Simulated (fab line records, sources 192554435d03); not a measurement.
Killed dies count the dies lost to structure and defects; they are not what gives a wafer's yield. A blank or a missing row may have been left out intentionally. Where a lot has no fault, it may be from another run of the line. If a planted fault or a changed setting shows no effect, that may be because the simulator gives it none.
Which tool did it?	flow n5_finfet	12 lots, 36 wafers sampled, at 1 step of a route of 1938

## WHAT EACH GAUGE READ, for each wafer
N5_START_INSPECT_01: inspects for defects (unpatterned scan).
lot	measured	on	raw_defect_count
L075	day 1 18:02	defect_inspect-02	6 9 4
L077	day 2 06:02	defect_inspect-02	2 9 5
L079	day 2 18:20	defect_inspect-01	7 5 1
L081	day 3 06:02	defect_inspect-02	7 3 2
L083	day 3 18:02	defect_inspect-02	8 13 5
L085	day 4 06:02	defect_inspect-02	6 7 13
L087	day 4 18:02	defect_inspect-02	7 8 6
L089	day 5 06:02	defect_inspect-01	7 6 3
L091	day 5 18:02	defect_inspect-02	10 4 10
L093	day 6 06:02	defect_inspect-02	3 3 6
L095	day 6 18:02	defect_inspect-02	6 4 5
L097	day 7 06:02	defect_inspect-01	6 6 5

## WHICH TOOL RAN EACH LOT (tool, then ch and the chambers of the sampled wafers, then the start)
The record shows no process step preceding these readings.

## THE ANSWER, worked out from the rows above alone
Rule: what is usual is taken from the lots themselves. The widest of any qualifying gaps counts: lots, ordered by their means at a reading, are off when they make up no more than a third of the lots, leave a main group of 4 or more, and stand apart from it by 3 or more times the standard deviation of that group's means. The tables above print the reading to a certain number of digits; a main group whose means all agree to those digits is not used. Also off: a lot with no number at a reading for which 4 or more lots have one. Where the step has rows for the other lots, those lots are counted as sound.
No lot is off at any reading shown: from this, nothing can be told.

## WHAT WAS PUT IN BY THE SIMULATOR
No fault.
